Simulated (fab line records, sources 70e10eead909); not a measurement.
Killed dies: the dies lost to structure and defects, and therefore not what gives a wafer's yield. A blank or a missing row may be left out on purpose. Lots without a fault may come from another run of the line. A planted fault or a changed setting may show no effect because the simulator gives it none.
Comparing a struck lot with a sound one    flow nand harc    15 steps out of a route of 1302
Sound: wafers L341.1, L341.5, L341.6. The struck wafers were L351.1, L351.4. Last of all comes the cause.
Order at every step that has rows: each side's tool, ch and its chambers, its first start. Under that, the readings that differ: sound wafers    struck wafers    difference of the means    sigmas: that difference in standard deviations of wafers without a fault.
alike: readings with means less than 2 such deviations apart, plus words and numbers identical on both sides. not compared: withheld readings, readings lacking a value on some wafer, bounds such as >300 that could conceal the same value, and numbers that have no deviation in the record and whose values overlap.
Wherever a step has rows on one side only, a row that says differs or no value, or a row with sigmas, the two part there. When numbers do not overlap yet have no deviation, they are printed without sigmas and do not part them. A reading missing from all wafers of one side parts the sides only when that side holds two or more wafers.

first, 1 step without rows for these wafers: NHARC_A_ONON_D1_DEP_03 (target thk 1000 nm).
NHARC_A_ONON_D1_THK_MEAS_05: measures by ellipsometry.
  sound: film metro-01 at day 7 18:31; struck: film metro-02 at day 12 05:06
reading      sound        struck     difference  sigmas
thk nm (nm)  979 979 981  1003 1002  +23         +2
then, 1 step without rows for these wafers: NHARC_A_ONON_D1_DEP_06 (target thk 1000 nm).
NHARC_A_ONON_D1_THK_MEAS_08: measures by ellipsometry.
  sound: film metro-01 at day 7 19:05; struck: film metro-01 at day 12 05:41
  alike: thk nm
then, 1 step without rows for these wafers: NHARC_A_ONON_D1_DEP_09 (target thk 1000 nm).
NHARC_A_ONON_D1_THK_MEAS_11: measures by ellipsometry.
  sound: film metro-02 at day 7 19:39; struck: film metro-02 at day 12 06:14
  alike: thk nm
then, 1 step without rows for these wafers: NHARC_A_ONON_D1_DEP_12 (target thk 1000 nm).
NHARC_A_ONON_D1_THK_MEAS_14: measures by ellipsometry.
  sound: film metro-01 at day 7 20:13; struck: film metro-01 at day 12 06:49
  alike: thk nm
then, 2 steps without rows for these wafers: NHARC_A_ONON_D1_ANNEAL_15 (time 3600 s); NHARC_A_ONON_D1_DEP_16 (target thk 1000 nm).
NHARC_A_ONON_D1_THK_MEAS_18: measures by ellipsometry.
  sound: film metro-02 at day 8 05:06; struck: film metro-01 at day 12 14:37
  alike: thk nm
NHARC_A_ONON_D1_DEP_19: target thk 1000 nm.
  sound on pecvd onon-01 ch 0, day 8 05:10; struck on pecvd onon-04 ch 0, day 12 14:41
  alike: n2 flow sccm
NHARC_A_ONON_D1_THK_MEAS_21: measures by ellipsometry.
  sound: film metro-02 at day 8 05:40; struck: film metro-02 at day 12 15:11
reading      sound          struck   difference  sigmas
thk nm (nm)  999 1002 1000  884 884  -116        -12
then, 1 step without rows for these wafers: NHARC_A_ONON_D1_DEP_22 (target thk 1000 nm).
-- break in the record here, with 16 days between the starts of the struck wafers on either side (left off in module A_ONON_D1, picked up again in module END, where the first step shown is number 1302 on the route) --
NHARC_END_SORT_01:
  here the record holds rows for the struck wafers (prober-01 ch 0, day 28 05:55) but none for the sound ones

== WHERE THEY PART ==
First at NHARC_A_ONON_D1_THK_MEAS_05; last, within this record, at NHARC_END_SORT_01.

WHY: the cause the simulator had injected
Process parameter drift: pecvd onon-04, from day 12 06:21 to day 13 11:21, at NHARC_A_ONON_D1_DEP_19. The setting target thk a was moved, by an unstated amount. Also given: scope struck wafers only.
